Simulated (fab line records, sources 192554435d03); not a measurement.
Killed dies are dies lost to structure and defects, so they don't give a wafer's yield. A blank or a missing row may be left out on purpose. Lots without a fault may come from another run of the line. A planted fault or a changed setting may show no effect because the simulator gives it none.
fab line records | flow n5_finfet
record lots=24 wafers=72 last_day=18
route steps=1938 shown BEOL_M6@1251 BEOL_M7@1263
lots that met no fault: from a run of the same line without faults
start_h: hours from the record's first day to the start of the lot's first wafer shown | wait_h: hours since the lot's step before | " the same as in the row above | L1.1+2: a row that stands for several wafers | - no value, or no start given | * or withheld: withheld | < > ~ a bound
route shown NAME@n: a module of which the file shows steps, and the number in the route of the first | usual: mean/standard deviation of fault-free wafers | same: alike in all rows | chamber/n: place in a boat | sites: the reading at each site | _std_site: their standard deviation | _edge_site: outer sites' mean less inner sites' | radius_mm: how far each site lies from the wafer's centre | mask NAME#n: copy n | behind: the tool/chamber that last shaped the wafer | hold: why the lot was held/for how many hours/how that ended | device: the transistor (n, p or np) that didn't switch | end of line: the same wafers' tests at the end of the route | a step without rows: its recipe alone | killed: dies lost to structure and defects at the first sort, not the wafer's yield | map: a wafer's dies, x killed, . not, _ none there
set.NAME: the setting as run; set.NAME@STEP: as run at that earlier step | model.NAME: the simulator's own value behind a step, which no gauge read
steps of the route over a sample of lots; a table a step, a row a wafer
services: from which hour (start_h, from the record's first day; less than 0 if before it) a tool's chamber was out of use, for how many hours, and why
## steps
# step N5_BEOL_M6_ALD_77
# recipe material=TaN target_thk_a=20 temp_c=275 ald_precursor_family=PDMAT ald_co_reactant=NH3 pressure_torr=3 carrier_flow_sccm=1500 pulse_time_s=2 purge_time_s=3 co_reactant_purge_time_s=2 co_reactant_pulse_time_s=3 ald_cycles=40 precursor_vessel_temp_c=75 precursor_vessel_pressure_torr=26.25 precursor_vessel_carrier_sccm=1000
# usual heater_power_w=419/46 susceptor_temp_C=275.01/0.19
# columns lot.wafer tool chamber start_h wait_h heater_power_w since_wet_clean_h susceptor_temp_C
L076.1 ald_metal-02 3 206.93 0.0 401 6024 274.74
L076.3 " 1 " " 399 6024 274.87
L076.6 " 3 " " 400 - 274.58
L077.1 ald_metal-04 2 211.27 0.2 491 1413 274.92
L077.3 " 0 " " 348 1413 274.76
L077.6 " 1 " " 487 - 274.77
L075.2 ald_metal-04 2 213.34 0.1 487 1415 274.98
L075.4 " 1 " " 497 1415 274.80
L075.6 " 1 " " 497 - 275.02
L078.3 ald_metal-01 1 220.39 0.2 424 2960 275.03
L078.4 " 3 " " 462 2960 274.86
L078.5 " 0 " " 352 - 275.11
L080.1 ald_metal-01 3 233.09 0.3 454 2973 274.75
L080.3 " 1 " " 431 2973 275.09
L080.6 " 3 " " 442 - 274.92
L074.1 ald_metal-01 0 235.76 0.0 351 2976 274.85
L074.5 " 1 " " 420 - 274.86
L074.6 " 0 " " 341 - 275.13
L079.3 ald_metal-02 1 235.84 0.0 402 6053 274.73
L079.4 " 0 " " 444 6053 274.95
L079.6 " 2 " " 443 - 275.21
L081.2 ald_metal-01 0 236.02 0.1 362 2976 275.00
L081.3 " 1 " " 428 2976 274.80
L081.5 " 0 " " 358 - 274.83
L082.1 ald_metal-01 1 245.88 0.0 425 2986 274.99
L082.2 " 0 " " 344 2986 275.29
L082.4 " 2 " " 413 2986 275.30
L083.1 ald_metal-04 0 257.92 0.0 363 1459 274.91
L083.2 " 3 " " 349 1459 275.53
L083.4 " 2 " " 497 1459 275.04
L084.1 ald_metal-01 0 257.96 0.0 347 2998 275.05
L084.2 " 2 " " 431 2998 275.44
L084.6 " 3 " " 451 - 274.80
L085.2 ald_metal-01 2 261.39 0.0 422 3001 274.91
L085.3 " 0 " " 362 3001 275.04
L085.6 " 3 " " 450 - 275.12
L086.1 ald_metal-02 1 277.49 0.0 404 6094 274.87
L086.3 " 2 " " 449 6094 275.09
L086.6 " 1 " " 401 - 275.19
L088.2 ald_metal-02 0 300.50 0.0 442 6117 275.21
L088.3 " 3 " " 400 6117 274.80
L088.5 " 0 " " 442 - 274.85
L087.1 ald_metal-02 1 300.84 0.0 405 6118 275.07
L087.3 " 3 " " 407 6118 274.94
L087.6 " 0 " " 427 - 275.11
L089.2 ald_metal-01 0 302.05 0.0 352 3042 275.15
L089.3 " 2 " " 419 3042 274.98
L089.4 " 3 " " 457 3042 275.02
L090.1 ald_metal-02 1 304.41 0.1 407 6121 274.87
L090.4 " 0 " " 444 6121 275.08
L090.5 " 2 " " 445 - 274.98
L091.3 ald_metal-02 3 307.29 0.1 413 6124 274.89
L091.5 " 1 " " 392 - 275.08
L091.6 " 2 " " 443 - 275.30
L092.3 ald_metal-04 0 307.74 0.0 360 1509 275.25
L092.4 " 3 " " 350 1509 274.81
L092.6 " 1 " " 493 - 275.15
L093.1 ald_metal-01 3 326.08 0.0 447 3066 275.08
L093.2 " 0 " " 335 3066 274.92
L093.4 " 1 " " 418 3066 274.96
L094.1 ald_metal-04 0 336.86 0.0 357 1538 275.35
L094.2 " 2 " " 477 1538 275.08
L094.5 " 0 " " 358 - 275.02
L095.2 ald_metal-01 1 339.73 0.0 431 3080 275.00
L095.3 " 3 " " 457 3080 275.30
L095.4 " 0 " " 351 3080 275.14
L096.2 ald_metal-04 1 346.31 0.0 488 1548 275.35
L096.3 " 2 " " 487 1548 274.84
L096.4 " 0 " " 361 1548 274.94
L097.2 ald_metal-04 0 346.59 0.0 359 1548 275.16
L097.4 " 1 " " 489 1548 274.95
L097.5 " 1 " " 494 - 275.08
# step N5_BEOL_M7_ILD_DEP_00
# recipe material=SiCOH_lowk target_thk_a=1797.5 temp_c=300 precursor=DEMS/porogen pressure_torr=5 rf_w=500 time_s=33.4
# usual heater_power_w=302/60 showerhead_plenum_p_Torr=5.744/0.012 susceptor_temp_C=300.02/0.18 throttle_valve_pct=13.8/0.83
# columns lot.wafer tool chamber start_h wait_h heater_power_w showerhead_plenum_p_Torr since_wet_clean_h susceptor_temp_C throttle_valve_pct
L076.1 pecvd-02 1 208.46 0.0 338 5.742 1637 300.00 14.0
L076.3 " 2 " " 235 5.735 158 300.13 13.1
L076.6 " 0 " " 356 5.740 - 300.28 13.4
L077.1 pecvd-03 1 213.02 0.0 368 5.756 1461 300.05 13.5
L077.3 " 1 " " 382 5.759 - 299.99 13.6
L077.6 " 1 " " 372 5.747 - 299.95 13.9
L075.2 pecvd-02 1 216.30 0.0 371 5.728 1645 300.04 14.0
L075.4 " 0 " " 361 5.746 - 300.01 13.4
L075.6 " 0 " " 361 5.750 - 299.98 13.5
L078.3 pecvd-02 1 223.93 0.0 331 5.748 1653 299.98 13.6
L078.4 " 0 " " 339 5.749 - 299.62 13.6
L078.5 " 1 " " 328 5.744 - 300.15 14.0
L080.1 pecvd-04 1 236.05 0.0 235 5.760 2027 299.73 16.2
L080.3 " 0 " " 235 5.748 1302 300.08 14.1
L080.6 " 0 " " 235 5.750 - 299.94 14.3
L074.1 pecvd-04 1 237.89 0.0 242 5.762 2029 300.35 16.2
L074.5 " 1 " " 241 5.775 - 300.09 16.2
L074.6 " 0 " " 283 5.725 - 299.73 14.0
L079.3 pecvd-02 0 238.36 0.1 336 5.736 - 299.97 13.7
L079.4 " 2 " " 200 5.742 - 299.81 12.9
L079.6 " 2 " " 206 5.749 - 300.12 13.2
L081.2 pecvd-03 2 238.41 0.0 227 5.740 7 299.95 13.1
L081.3 " 1 " " 376 5.750 1486 300.14 13.8
L081.5 " 2 " " 227 5.748 - 300.31 13.0
L082.1 pecvd-03 1 248.04 0.0 347 5.733 1496 299.96 13.8
L082.2 " 2 " " 226 5.755 17 300.06 13.1
L082.4 " 1 " " 353 5.733 - 300.23 13.6
L083.1 pecvd-02 1 259.53 0.0 342 5.733 1688 299.96 13.7
L083.2 " 2 " " 248 5.740 209 300.13 12.9
L083.4 " 0 " " 352 5.745 - 300.28 13.5
L084.1 pecvd-03 0 259.64 0.0 322 5.730 782 299.98 13.3
L084.2 " 1 " " 388 5.733 1507 299.67 13.9
L084.6 " 1 " " 397 5.744 - 299.89 13.8
L085.2 pecvd-04 1 263.18 0.0 260 5.790 2055 300.06 16.0
L085.3 " 2 " " 346 5.750 576 299.98 14.2
L085.6 " 2 " " 344 5.737 - 300.06 14.3
L086.1 pecvd-03 2 278.97 0.0 239 5.745 48 299.92 13.2
L086.3 " 0 " " 323 5.720 802 300.03 13.3
L086.6 " 1 " " 376 5.748 - 300.33 13.6
L088.2 pecvd-04 0 302.20 0.0 226 5.734 1369 300.14 14.0
L088.3 " 2 " " 393 5.736 615 299.98 14.0
L088.5 " 0 " " 225 5.745 - 299.87 14.1
L087.1 pecvd-02 2 302.98 0.0 233 5.757 253 300.02 12.7
L087.3 " 1 " " 359 5.729 1732 300.22 14.1
L087.6 " 2 " " 239 5.745 - 299.96 13.0
L089.2 pecvd-02 2 304.87 0.0 210 5.735 255 300.16 13.3
L089.3 " 1 " " 371 5.735 1734 300.13 14.3
L089.4 " 2 " " 215 5.736 - 300.01 13.4
L090.1 pecvd-02 1 307.28 0.0 368 5.743 1736 300.20 14.1
L090.4 " 0 " " 329 5.740 - 300.21 13.9
L090.5 " 2 " " 246 5.756 - 299.97 13.2
L091.3 pecvd-03 0 310.70 0.1 315 5.743 - 299.99 13.0
L091.5 " 0 " " 313 5.737 - 299.90 13.2
L091.6 " 1 " " 352 5.745 - 300.13 13.6
L092.3 pecvd-04 1 311.23 0.0 219 5.769 2103 300.06 16.0
L092.4 " 0 " " 265 5.733 - 299.96 14.0
L092.6 " 1 " " 221 5.779 - 300.36 16.3
L093.1 pecvd-02 1 328.59 0.0 364 5.741 1757 299.84 14.1
L093.2 " 2 " " 221 5.750 278 299.70 13.4
L093.4 " 2 " " 213 5.737 - 300.03 13.3
L094.1 pecvd-02 1 338.83 0.0 346 5.729 1768 299.72 13.8
L094.2 " 0 " " 306 5.741 1043 299.91 13.4
L094.5 " 0 " " 309 5.742 - 299.68 13.3
L095.2 pecvd-03 2 341.27 0.0 200 5.753 110 300.20 13.0
L095.3 " 0 " " 281 5.727 864 300.11 13.5
L095.4 " 1 " " 356 5.747 - 300.24 13.8
L096.2 pecvd-03 0 348.25 0.0 313 5.758 871 300.23 13.3
L096.3 " 2 " " 235 5.745 117 300.00 13.2
L096.4 " 2 " " 242 5.749 - 300.11 13.2
L097.2 pecvd-04 0 348.31 0.0 270 5.739 1415 300.10 13.8
L097.4 " 0 " " 274 5.748 - 300.28 13.9
L097.5 " 1 " " 246 5.765 - 300.13 16.1
# step N5_BEOL_M7_OVL_MEAS_12
# recipe points_per_wafer=44
# usual M7_OVL=-0.3/0.87
# columns lot.wafer tool chamber start_h wait_h M7_OVL[nm]
L076.1 overlay-02 0 211.18 0.0 -1.3
L076.3 " 0 " " -1.7
L076.6 " 0 " " -1.0
L077.1 overlay-01 0 216.06 0.0 -0.8
L077.3 " 0 " " 0.1
L077.6 " 0 " " -0.3
L075.2 overlay-01 0 219.49 0.0 0.3
L075.4 " 0 " " -1.0
L075.6 " 0 " " 0.2
L078.3 overlay-02 0 226.48 0.0 -0.5
L078.4 " 0 " " -0.5
L078.5 " 0 " " 0.4
L080.1 overlay-02 0 239.47 0.0 -0.7
L080.3 " 0 " " -0.5
L080.6 " 0 " " 0.2
L079.3 overlay-01 0 240.49 0.0 0.8
L079.4 " 0 " " -0.2
L079.6 " 0 " " 0.3
L074.1 overlay-02 0 240.65 0.0 1.2
L074.5 " 0 " " 0.8
L074.6 " 0 " " 0.8
L081.2 overlay-02 0 240.82 0.0 -0.5
L081.3 " 0 " " -0.9
L081.5 " 0 " " -0.9
L082.1 overlay-02 0 252.41 0.0 0.6
L082.2 " 0 " " 0.7
L082.4 " 0 " " -0.3
L083.1 overlay-02 0 261.45 0.0 -0.1
L083.2 " 0 " " -1.7
L083.4 " 0 " " -0.4
L084.1 overlay-02 0 261.62 0.0 1.0
L084.2 " 0 " " 1.4
L084.6 " 0 " " 1.2
L085.2 overlay-02 0 264.49 0.0 -1.3
L085.3 " 0 " " -0.2
L085.6 " 0 " " -0.2
L086.1 overlay-02 0 281.45 0.0 -1.4
L086.3 " 0 " " -1.3
L086.6 " 0 " " -1.4
L088.2 overlay-01 0 304.23 0.0 -0.3
L088.3 " 0 " " 0.1
L088.5 " 0 " " -0.5
L087.1 overlay-01 0 304.47 0.0 -0.4
L087.3 " 0 " " -0.8
L087.6 " 0 " " -0.9
L089.2 overlay-01 0 307.24 0.0 0.1
L089.3 " 0 " " -0.2
L089.4 " 0 " " 0.0
L090.1 overlay-02 0 310.35 0.0 -1.4
L090.4 " 0 " " -0.5
L090.5 " 0 " " 0.1
L091.3 overlay-02 0 313.61 0.0 -0.2
L091.5 " 0 " " 0.2
L091.6 " 0 " " 0.0
L092.3 overlay-02 0 313.78 0.0 -1.2
L092.4 " 0 " " -1.0
L092.6 " 0 " " -1.8
L093.1 overlay-01 0 331.30 0.0 0.3
L093.2 " 0 " " -0.3
L093.4 " 0 " " -1.0
L094.1 overlay-01 0 340.60 0.0 1.0
L094.2 " 0 " " -0.4
L094.5 " 0 " " 0.7
L095.2 overlay-01 0 346.17 0.0 0.9
L095.3 " 0 " " 0.8
L095.4 " 0 " " -0.7
L096.2 overlay-01 0 349.56 0.0 -1.0
L096.3 " 0 " " -0.2
L096.4 " 0 " " -1.1
L097.2 overlay-02 0 349.73 0.0 0.4
L097.4 " 0 " " 0.8
L097.5 " 0 " " 0.2
# step N5_BEOL_M7_ETCH_62
# recipe chemistry=N2/H2 target=SOC target_depth_a=1100 overetch_a=220 mask_material=SiARC temp_c=40 time_s=165 ion_energy_ev=200 pressure_mtorr=30 source_w=840 bias_w=150 n2_flow_sccm=200 h2_flow_sccm=200
# usual drypump_motor_current_A=5.8/0.37 oes_product_au=0.69/0.075 rf_vpp_V=524.6/2.6 showerhead_plenum_p_Torr=2.58/0.093 throttle_valve_pct=17.85/0.24
# columns lot.wafer tool chamber start_h wait_h drypump_motor_current_A oes_product_au rf_hours_counter_h rf_vpp_V showerhead_plenum_p_Torr throttle_valve_pct
L076.1 rie_diel-04 3 211.33 0.0 5.4 0.70 71 525.6 2.59 17.68
L076.3 " 0 " " 6.3 0.58 266 520.0 2.40 18.25
L076.6 " 0 " " 6.3 0.58 - 520.0 2.40 18.24
L077.1 rie_diel-04 1 216.21 0.0 5.8 0.56 256 522.0 2.51 18.17
L077.3 " 0 " " 6.3 0.58 268 519.3 2.40 18.23
L077.6 " 0 " " 6.4 0.58 - 519.0 2.40 18.24
L075.2 rie_diel-02 3 219.91 0.0 5.9 0.75 48 525.2 2.59 17.75
L075.4 " 2 " " 5.3 0.76 37 524.5 2.59 17.80
L075.6 " 0 " " 6.5 0.60 - 519.9 2.39 18.00
L078.3 rie_diel-02 1 226.63 0.0 5.9 0.64 163 523.2 2.54 18.18
L078.4 " 2 " " 5.2 0.76 39 525.9 2.59 17.79
L078.5 " 2 " " 5.2 0.75 - 524.3 2.59 17.82
L080.1 rie_diel-06 1 239.62 0.0 5.9 0.82 11 529.3 2.70 17.67
L080.3 " 3 " " 5.9 0.70 86 521.7 2.47 18.29
L080.6 " 0 " " 5.8 0.72 - 525.7 2.58 17.40
L079.3 rie_diel-06 0 240.64 0.0 5.8 0.72 48 525.9 2.58 17.38
L079.4 " 2 " " 5.9 0.63 152 528.0 2.65 17.63
L079.6 " 0 " " 5.9 0.73 - 524.5 2.58 17.38
L074.1 rie_diel-02 2 240.83 0.0 5.3 0.76 43 524.9 2.59 17.82
L074.5 " 0 " " 6.5 0.59 - 519.4 2.39 18.03
L074.6 " 1 " " 5.9 0.62 - 522.4 2.53 18.17
L081.2 rie_diel-06 2 240.97 0.0 5.9 0.63 152 525.8 2.65 17.63
L081.3 " 0 " " 5.9 0.73 48 525.7 2.58 17.37
L081.5 " 0 " " 5.9 0.73 - 524.4 2.58 17.37
L082.1 rie_diel-02 3 252.56 0.0 5.9 0.74 58 525.0 2.59 17.77
L082.2 " 1 " " 5.9 0.63 169 523.7 2.53 18.17
L082.4 " 2 " " 5.2 0.76 47 525.2 2.59 17.82
L083.1 rie_diel-02 2 261.60 0.0 5.2 0.74 49 525.0 2.59 17.82
L083.2 " 3 " " 5.9 0.73 61 524.8 2.59 17.77
L083.4 " 0 " " 6.6 0.59 248 520.8 2.39 18.01
L084.1 rie_diel-02 1 261.86 0.0 5.9 0.62 172 524.1 2.53 18.18
L084.2 " 2 " " 5.3 0.75 49 524.3 2.59 17.82
L084.6 " 3 " " 5.9 0.73 - 524.4 2.59 17.76
L085.2 rie_diel-04 0 264.87 0.0 6.3 0.83 4 527.9 2.72 17.79
L085.3 " 3 " " 5.4 0.68 89 524.0 2.58 17.68
L085.6 " 2 " " 5.4 0.65 - 527.9 2.67 17.94
L086.1 rie_diel-04 2 281.93 0.0 5.4 0.64 146 526.4 2.67 17.94
L086.3 " 0 " " 6.3 0.79 10 527.6 2.72 17.81
L086.6 " 1 " " 5.8 0.83 - 522.1 2.50 17.68
L088.2 rie_diel-02 0 304.38 0.0 6.5 0.81 7 528.8 2.70 17.62
L088.3 " 3 " " 5.9 0.71 77 525.2 2.58 17.77
L088.5 " 2 " " 5.2 0.73 - 524.3 2.58 17.86
L087.1 rie_diel-04 1 304.62 0.0 5.8 0.82 7 522.3 2.50 17.68
L087.3 " 3 " " 5.4 0.67 101 524.1 2.58 17.72
L087.6 " 3 " " 5.4 0.67 - 524.2 2.58 17.70
L089.2 rie_diel-04 3 307.39 0.0 5.4 0.67 102 525.1 2.57 17.71
L089.3 " 2 " " 5.4 0.64 152 526.9 2.66 17.96
L089.4 " 1 " " 5.8 0.81 8 523.1 2.50 17.68
L090.1 rie_diel-06 1 311.49 0.0 5.9 0.78 32 527.5 2.69 17.70
L090.4 " 3 " " 5.9 0.69 107 522.3 2.46 18.31
L090.5 " 3 " " 5.9 0.68 - 522.0 2.46 18.33
L091.3 rie_diel-04 2 314.04 0.0 5.4 0.63 155 525.1 2.66 17.97
L091.5 " 0 " " 6.4 0.77 - 529.4 2.72 17.82
L091.6 " 3 " " 5.5 0.66 - 524.1 2.57 17.74
L092.3 rie_diel-04 1 314.30 0.0 5.8 0.80 10 522.1 2.50 17.69
L092.4 " 0 " " 6.4 0.78 18 528.3 2.72 17.81
L092.6 " 2 " " 5.4 0.63 - 525.5 2.66 17.96
L093.1 rie_diel-04 1 331.48 0.0 5.8 0.78 15 524.1 2.50 17.67
L093.2 " 3 " " 5.4 0.67 110 524.9 2.57 17.72
L093.4 " 2 " " 5.4 0.63 160 526.4 2.66 17.97
L094.1 rie_diel-04 2 340.75 0.0 5.4 0.63 162 526.4 2.66 17.96
L094.2 " 1 " " 5.8 0.78 17 523.5 2.50 17.70
L094.5 " 2 " " 5.4 0.62 - 527.9 2.66 17.99
L095.2 rie_diel-02 3 346.32 0.0 5.9 0.70 90 525.7 2.58 17.83
L095.3 " 0 " " 6.5 0.78 19 527.7 2.70 17.64
L095.4 " 2 " " 5.2 0.71 77 523.5 2.58 17.88
L096.2 rie_diel-06 1 349.73 0.0 5.9 0.76 44 527.0 2.69 17.73
L096.3 " 3 " " 5.8 0.67 119 521.0 2.46 18.35
L096.4 " 2 " " 6.0 0.61 186 525.2 2.64 17.69
L097.2 rie_diel-06 3 350.03 0.0 5.9 0.68 119 520.6 2.46 18.34
L097.4 " 1 " " 6.0 0.77 44 528.3 2.69 17.74
L097.5 " 1 " " 6.0 0.77 - 526.7 2.69 17.72
# step N5_BEOL_M7_STRIP_19
# recipe chemistry=O2 power_w=400 temp_c=40 pressure_mtorr=30 rf_frequency_hz=6e+07 bias_power_w=0 overash_fraction=0.2 o2_flow_sccm=225
# usual drypump_motor_current_A=5.8/0.36 oes_product_au=0.82/0.088 rf_vpp_V=3.6/0.56 showerhead_plenum_p_Torr=2.13/0.071 throttle_valve_pct=16.64/0.22
# same bias_power_w=0
# columns lot.wafer tool chamber start_h wait_h drypump_motor_current_A oes_product_au rf_hours_counter_h rf_vpp_V showerhead_plenum_p_Torr throttle_valve_pct
L076.1 rie_diel-02 1 211.67 0.1 5.9 0.74 158 3.2 2.09 16.87
L076.3 " 0 " " 6.5 0.70 233 3.9 1.96 16.73
L076.6 " 2 " " 5.2 0.90 - 3.5 2.14 16.58
L077.1 rie_diel-06 1 216.59 0.2 5.9 0.98 4 3.9 2.21 16.36
L077.3 " 0 " " 5.9 0.88 41 3.3 2.15 16.38
L077.6 " 2 " " 6.0 0.74 - 3.9 2.21 16.56
L075.2 rie_diel-04 0 220.21 0.1 6.3 0.66 270 3.1 1.99 17.13
L075.4 " 1 " " 5.8 0.66 - 3.1 2.05 16.91
L075.6 " 3 " " 5.4 0.83 - 3.4 2.13 16.38
L078.3 rie_diel-06 1 226.92 0.1 6.0 0.96 8 3.5 2.21 16.37
L078.4 " 3 " " 5.9 0.83 83 3.9 2.03 16.92
L078.5 " 0 " " 5.8 0.88 - 4.3 2.15 16.38
L080.1 rie_diel-02 0 240.08 0.2 6.5 0.70 242 3.4 1.96 16.75
L080.3 " 3 " " 5.9 0.86 55 3.7 2.15 16.63
L080.6 " 2 " " 5.3 0.89 - 3.6 2.13 16.57
L079.3 rie_diel-02 3 241.00 0.1 5.9 0.87 55 3.8 2.15 16.66
L079.4 " 1 " " 5.9 0.73 166 3.5 2.09 16.90
L079.6 " 0 " " 6.5 0.69 - 3.6 1.96 16.76
L074.1 rie_diel-06 3 241.13 0.1 5.9 0.82 87 3.3 2.02 16.94
L074.5 " 0 " " 5.9 0.86 - 3.3 2.15 16.38
L074.6 " 3 " " 5.9 0.81 - 3.6 2.02 16.95
L081.2 rie_diel-04 3 241.27 0.1 5.4 0.82 82 3.5 2.12 16.38
L081.3 " 2 " " 5.4 0.76 132 3.9 2.22 16.88
L081.5 " 2 " " 5.4 0.77 - 2.9 2.22 16.89
L082.1 rie_diel-04 3 252.88 0.1 5.4 0.82 85 3.8 2.12 16.39
L082.2 " 1 " " 5.8 0.65 268 3.1 2.05 16.91
L082.4 " 3 " " 5.5 0.82 - 3.0 2.12 16.40
L083.1 rie_diel-04 2 262.01 0.2 5.4 0.77 138 3.3 2.21 16.88
L083.2 " 3 " " 5.4 0.81 87 4.8 2.12 16.39
L083.4 " 3 " " 5.4 0.81 - 2.9 2.12 16.41
L084.1 rie_diel-02 2 262.29 0.2 5.2 0.88 49 3.7 2.13 16.59
L084.2 " 0 " " 6.5 0.69 248 3.5 1.96 16.78
L084.6 " 1 " " 5.9 0.73 - 3.8 2.08 16.89
L085.2 rie_diel-04 2 265.17 0.1 5.4 0.77 140 4.1 2.21 16.87
L085.3 " 0 " " 6.3 0.99 4 3.1 2.26 16.66
L085.6 " 3 " " 5.4 0.81 - 4.5 2.12 16.40
L086.1 rie_diel-02 1 282.42 0.3 5.8 0.71 180 3.6 2.08 16.90
L086.3 " 0 " " 6.5 1.02 0 4.4 2.22 16.33
L086.6 " 3 " " 5.9 0.86 - 3.5 2.14 16.68
L088.2 rie_diel-02 3 304.71 0.1 5.9 0.85 77 2.9 2.14 16.71
L088.3 " 1 " " 5.9 0.72 187 3.4 2.08 16.92
L088.5 " 3 " " 5.9 0.84 - 3.5 2.14 16.70
L087.1 rie_diel-02 1 304.92 0.1 5.9 0.73 187 3.1 2.08 16.94
L087.3 " 2 " " 5.2 0.85 64 3.8 2.12 16.60
L087.6 " 0 " " 6.6 0.97 - 2.4 2.22 16.32
L089.2 rie_diel-06 3 307.72 0.1 5.9 0.79 105 3.6 2.02 16.95
L089.3 " 1 " " 5.9 0.92 31 4.0 2.20 16.42
L089.4 " 0 " " 5.9 0.84 68 4.1 2.14 16.43
L090.1 rie_diel-06 3 311.86 0.2 5.9 0.78 107 3.1 2.02 16.97
L090.4 " 1 " " 5.9 0.91 32 3.5 2.20 16.41
L090.5 " 0 " " 5.9 0.84 - 3.3 2.14 16.41
L091.3 rie_diel-02 1 314.38 0.1 5.9 0.70 190 3.4 2.08 16.94
L091.5 " 3 " " 5.9 0.83 - 3.9 2.14 16.71
L091.6 " 2 " " 5.2 0.85 - 3.2 2.12 16.64
L092.3 rie_diel-06 2 314.72 0.2 5.9 0.72 175 3.6 2.20 16.59
L092.4 " 3 " " 5.8 0.79 109 3.6 2.02 16.97
L092.6 " 0 " " 5.9 0.84 - 4.0 2.14 16.44
L093.1 rie_diel-06 2 331.85 0.1 5.9 0.72 181 4.9 2.19 16.60
L093.2 " 1 " " 5.9 0.89 39 4.1 2.20 16.44
L093.4 " 3 " " 5.9 0.78 114 3.2 2.02 16.97
L094.1 rie_diel-02 1 341.05 0.1 5.9 0.70 198 3.8 2.08 16.95
L094.2 " 2 " " 5.2 0.84 76 3.2 2.12 16.65
L094.5 " 0 " " 6.5 0.94 - 5.1 2.21 16.35
L095.2 rie_diel-02 2 346.71 0.1 5.2 0.85 77 3.9 2.12 16.64
L095.3 " 3 " " 5.9 0.83 90 2.5 2.13 16.72
L095.4 " 1 " " 5.9 0.71 199 3.1 2.08 16.94
L096.2 rie_diel-04 1 350.13 0.2 5.8 0.94 20 3.8 2.04 16.40
L096.3 " 0 " " 6.3 0.92 27 2.9 2.25 16.71
L096.4 " 2 " " 5.4 0.74 164 5.1 2.20 16.93
L097.2 rie_diel-06 3 350.43 0.1 5.8 0.78 119 3.6 2.01 17.02
L097.4 " 1 " " 5.9 0.88 44 4.0 2.20 16.42
L097.5 " 1 " " 5.9 0.89 - 3.4 2.20 16.44
# step N5_BEOL_M7_INSPECT_30
# recipe mode=adi inspect_instrument=brightfield
# usual raw_defect_count=417/99
# columns lot.wafer tool chamber start_h wait_h raw_defect_count
L076.1 defect_inspect-01 - 212.17 0.1 312
L076.3 " - " " 275
L076.6 " - " " 385
L077.1 defect_inspect-02 - 218.93 0.1 348
L077.3 " - " " 325
L077.6 " - " " 475
L075.2 defect_inspect-01 - 222.17 0.0 473
L075.4 " - " " 613
L075.6 " - " " 616
L078.3 defect_inspect-01 - 244.00 0.0 283
L078.4 " - " " 352
L078.5 " - " " 408
L079.3 defect_inspect-02 - 244.05 0.0 440
L079.4 " - " " 280
L079.6 " - " " 458
L080.1 defect_inspect-01 - 244.09 0.1 460
L080.3 " - " " 375
L080.6 " - " " 543
L074.1 defect_inspect-02 - 244.13 0.1 579
L074.5 " - " " 914
L074.6 " - " " 364
L081.2 defect_inspect-01 - 244.24 0.1 432
L081.3 " - " " 620
L081.5 " - " " 390
L082.1 defect_inspect-02 - 253.55 0.1 439
L082.2 " - " " 474
L082.4 " - " " 567
L083.1 defect_inspect-01 - 262.62 0.1 267
L083.2 " - " " 311
L083.4 " - " " 317
L084.1 defect_inspect-02 - 262.79 0.1 450
L084.2 " - " " 409
L084.6 " - " " 433
L085.2 defect_inspect-01 - 265.64 0.0 327
L085.3 " - " " 276
L085.6 " - " " 329
L086.1 defect_inspect-02 - 284.64 0.1 306
L086.3 " - " " 421
L086.6 " - " " 409
L087.1 defect_inspect-01 - 305.83 0.1 434
L087.3 " - " " 281
L087.6 " - " " 385
L088.2 defect_inspect-01 - 305.87 0.0 414
L088.3 " - " " 387
L088.5 " - " " 380
L089.2 defect_inspect-02 - 309.41 0.0 415
L089.3 " - " " 508
L089.4 " - " " 484
L090.1 defect_inspect-01 - 312.96 0.1 497
L090.4 " - " " 429
L090.5 " - " " 398
L091.3 defect_inspect-01 - 315.10 0.0 408
L091.5 " - " " 383
L091.6 " - " " 615
L092.3 defect_inspect-02 - 315.34 0.0 542
L092.4 " - " " 478
L092.6 " - " " 448
L093.1 defect_inspect-02 - 335.44 0.1 379
L093.2 " - " " 436
L093.4 " - " " 500
L094.1 defect_inspect-02 - 345.28 0.1 330
L094.2 " - " " 469
L094.5 " - " " 514
L095.2 defect_inspect-01 - 348.08 0.0 516
L095.3 " - " " 341
L095.4 " - " " 413
L096.2 defect_inspect-01 - 353.93 0.0 364
L096.3 " - " " 389
L096.4 " - " " 330
L097.2 defect_inspect-02 - 353.97 0.0 504
L097.4 " - " " 458
L097.5 " - " " 466
## services
# columns tool chamber start_h hours kind
rie_diel-02 1 183.49 5.8 repair
ald_metal-02 - 189.77 3.0 repair
ald_metal-01 - 197.87 2.8 pm
rie_diel-02 - 199.34 2.8 pm
ald_metal-02 3 221.47 8.5 repair
ald_metal-04 - 227.14 14.6 pm
rie_diel-04 0 228.92 - clean
rie_diel-04 0 228.92 - consumable_replace:focus_ring
rie_diel-04 0 228.92 - consumable_replace:showerhead
rie_diel-04 0 228.92 27.6 scheduled_down
rie_diel-04 0 228.92 27.6 vent_cycle
pecvd-02 1 238.05 21.2 repair
rie_diel-06 1 256.96 4.2 repair
pecvd-02 - 260.45 0.9 repair
rie_diel-02 0 265.89 - clean
rie_diel-02 0 265.89 - consumable_replace:focus_ring
rie_diel-02 0 265.89 - consumable_replace:showerhead
rie_diel-02 0 265.89 15.8 scheduled_down
rie_diel-02 0 265.89 15.8 vent_cycle
ald_metal-04 - 288.36 2.1 repair
ald_metal-01 - 292.02 8.7 pm
rie_diel-06 - 301.29 2.1 repair
ald_metal-02 - 337.28 14.0 pm
pecvd-04 0 342.55 3.9 repair
## key
fault none
